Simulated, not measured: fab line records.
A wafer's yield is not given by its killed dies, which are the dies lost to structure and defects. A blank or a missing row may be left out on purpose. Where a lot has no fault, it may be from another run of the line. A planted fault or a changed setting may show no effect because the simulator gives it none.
Split-lot experiment    flow n5_finfet    21 wafers read across 7 lots, on a route 1938 steps long

THE SPLIT
At N5_BEOL_M14_ETCH_59 (etches BARC in N2/H2, target depth 89 nm, overetch 26.7 nm, time 67.9 s), the setting time_s was moved away from the recipe's 67.9 s on 8 of the 21 wafers read, by -8.6% to +22.4%. This setting was run at the recipe's value on the other wafers.

The reading is taken at the split's own step.

THE READING
coat_of_BEOL_M14_COAT_04.thk_nm (the simulator's own value, which no gauge read), in nm, at N5_BEOL_M14_ETCH_59 (etches BARC in N2/H2, target depth 89 nm, overetch 26.7 nm, time 67.9 s). The file gives no usual value for it. Average 717.1 nm, standard deviation 1.5 nm, over the 13 wafers here run with the recipe.

wafer   tool, chamber at the split  time_s as run, s  against the recipe  coat_of_BEOL_M14_COAT_04.thk_nm, nm  against lot-mates on the recipe
L075.1  rie_diel-01, 1              67.9              recipe              714.8                                -
L075.2  rie_diel-01, 2              83.14             +22.4%              700.2                                -14.6
L075.4  rie_diel-01, 0              83.14             +22.4%              707                                  -7.8
L083.2  rie_diel-03, 2              78.31             +15.3%              708.4                                -7.6
L083.5  rie_diel-03, 0              78.31             +15.3%              712.8                                -3.2
L083.6  rie_diel-03, 3              67.9              recipe              716                                  -
L081.1  rie_diel-03, 1              67.9              recipe              716.2                                -
L081.3  rie_diel-03, 2              67.9              recipe              715.8                                -
L081.6  rie_diel-03, 3              62.09             -8.6%               721.2                                +5.2
L084.1  rie_diel-06, 1              77.48             +14.1%              706.8                                -11.3
L084.2  rie_diel-06, 3              67.9              recipe              718.4                                -
L084.4  rie_diel-06, 1              67.9              recipe              717.8                                -
L085.4  rie_diel-03, 2              67.9              recipe              719.8                                -
L085.5  rie_diel-03, 3              67.9              recipe              719                                  -
L085.6  rie_diel-03, 2              67.9              recipe              716.8                                -
L089.3  rie_diel-03, 2              64.06             -5.7%               721                                  +3.4
L089.4  rie_diel-03, 3              67.9              recipe              717.6                                -
L089.5  rie_diel-03, 3              64.06             -5.7%               722.6                                +5.0
L091.1  rie_diel-01, 2              67.9              recipe              716                                  -
L091.3  rie_diel-01, 3              67.9              recipe              715.4                                -
L091.5  rie_diel-01, 2              67.9              recipe              718.2                                -

FIT RESULTS
A straight line over all 21 wafers: coat_of_BEOL_M14_COAT_04.thk_nm changes by -0.578 nm for each +1% of time_s; r = -0.93; the points scatter about the line by 2.1 nm.
The same after taking each lot's own level away (the mean of its wafers on the recipe; 21 wafers): -0.517 nm for each +1%; r = -0.92; scatter 2 nm.
The reading moves by 12 nm for the largest change in time_s, on that fit.
Measured against the standard deviation above, the lots' own levels, which go from 714.80 to 718.53 nm, span 2.6 times it.
Hence the slope depends on the lot-to-lot level, as the two fits are not the same.
Check: with one of the wafers moved furthest among these (+22.4%) left out of the fit, the line predicts -10.1 nm for it against its lot-mates. Against them it came out at -14.6 nm.

THE OTHER SPLITS THESE WAFERS WENT THROUGH
Before the reading, these wafers also passed through other splits. Each is held against what the fit with the lots' levels taken away leaves over:
other split on the same wafers       wafers away from the commonest value  r with coat_of_BEOL_M14_COAT_04.thk_nm (lot level and that fit taken away)
N5_BEOL_M10_TRENCH_ETCH_37 source_w  7                                     +0.07
N5_BEOL_M10_ETCH_41 source_w         12                                    +0.36
N5_BEOL_M11_PECVD_70 temp_c          8                                     -0.14
N5_BEOL_M11_COAT_05 spin_rpm         9                                     +0.18
N5_BEOL_M12_CMP_49 down_force_psi    6                                     -0.08
N5_BEOL_M13_COAT_58 spin_rpm         4                                     -0.20
N5_BEOL_M14_PEB_08 peb_time_s        8                                     -0.45

THE FILE'S OWN FIT
coat_of_BEOL_M14_COAT_04.thk_nm changes by -0.539 nm for each +1% of time_s, r = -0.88.
